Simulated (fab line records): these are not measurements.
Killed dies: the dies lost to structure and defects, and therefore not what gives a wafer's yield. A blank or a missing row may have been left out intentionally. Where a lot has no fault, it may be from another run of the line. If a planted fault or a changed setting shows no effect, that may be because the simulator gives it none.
One fault seen from 2 desks	flow n5_finfet	every desk sees just its own numbers, and what lay behind them comes last

== AT THE TOOL OWNER'S DESK: implanter-02 ==
N5_WELL_APT_IMPLANT_15, tool's own readings: per-lot mean of the sampled wafers with a number, covering each lot this tool ran. Marked OUT: a lot whose mean sits more than 4 standard deviations from the usual mean, which makes it out of limits; the brackets give that distance.
Columns: A = dose_ions_cm2 at N5_WELL_APT_IMPLANT_15, usual 1.4997e+13; B = faraday_current_uA at N5_WELL_APT_IMPLANT_15, usual 190
lot	first seen here	A	B
L458	day 1 20:03	1.4991e+13	192
L462	day 2 20:05	8.1030e+12 (-99 or more) OUT	101 (-23) OUT
L463	day 3 02:18	8.0847e+12 (-99 or more) OUT	104 (-23) OUT
L464	day 3 08:05	8.1120e+12 (-99 or more) OUT	103 (-23) OUT
L477	day 6 14:22	1.4986e+13	192
L479	day 7 02:31	1.4978e+13	188
Finding of this desk: L462, L463, L464 out of limits; the first was L462 at day 2 20:05, on dose_ions_cm2 at N5_WELL_APT_IMPLANT_15. L458, L477, L479 stayed within limits.

== THE METROLOGY DESK ==
Lot by lot, what the gauges showed, no matter which tool ran the lot: averages of those sampled wafers that carry a number. Marked OUT: a lot whose mean sits more than 4 standard deviations from the usual mean, which makes it out of limits; the brackets give that distance. It has 11 readings, of which 7 appear: the earliest out of limits, and the ones furthest out on some lot.
Columns: A = CJ_P at N5_BEOL_M4_RC_MEAS_101, usual 5.79; B = DIBL_N at N5_BEOL_M4_RC_MEAS_101, usual 37.0 mV/V; C = DIBL_P at N5_BEOL_M4_RC_MEAS_101, usual 36.7 mV/V; D = IOFF_P at N5_BEOL_M4_RC_MEAS_101, usual 0.22 nA/um; E = SS_N at N5_BEOL_M4_RC_MEAS_101, usual 71.6 mV/dec; F = SS_P at N5_BEOL_M4_RC_MEAS_101, usual 73.4 mV/dec; G = VT_P at N5_BEOL_M4_RC_MEAS_101, usual -250 mV
lot	first seen here	A	B	C	D	E	F	G
L458	day 8 00:55	5.69	35.5	34.6	0.23	71.5	72.8	-245
L462	day 9 01:03	4.20 (-8.4) OUT	38.8	38.6	0.24	71.7	74.2	-250
L463	day 9 04:19	4.21 (-8.3) OUT	39.1	40.6	0.30	72.3	74.6	-248
L464	day 9 21:30	4.24 (-8.1) OUT	37.7	37.5	0.22	71.9	72.9	-252
L469	day 10 23:34	5.80	37.7	36.3	0.22	71.3	73.4	-250
L471	day 11 07:40	5.77	34.5	34.8	0.19	70.5	73.3	-251
L474	day 11 21:56	6.07	38.3	38.0	0.26	72.0	73.9	-247
L477	day 13 12:13	5.79	36.8	36.0	0.21	71.9	73.1	-250
L479	day 14 10:43	6.04	35.8	34.6	0.21	71.7	73.4	-250
This desk finds L462, L463, L464 out of limits, with the earliest case on L462 at day 9 01:03 (CJ_P at N5_BEOL_M4_RC_MEAS_101). L458, L469, L471, L474, L477, L479 stayed within limits.

== BROUGHT TOGETHER ==
On L462, L463, L464, at day 2 20:05, an alarm was possible from the tool owner's desk.
At day 9 01:03 the metrology desk could have sounded an alarm, on L462, L463, L464.
All the named lots went through N5_WELL_APT_IMPLANT_15 on implanter-02.

== WHAT THE SIMULATOR PUT IN ==
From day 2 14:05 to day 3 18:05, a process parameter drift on implanter-02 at N5_WELL_APT_IMPLANT_15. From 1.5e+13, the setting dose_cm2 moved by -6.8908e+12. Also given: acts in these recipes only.
Struck lots among those shown: L462, L463, L464.
Counting hours from when the fault started, the first reading out of limits came at 6 for the tool owner's desk and at 155 for the metrology desk.
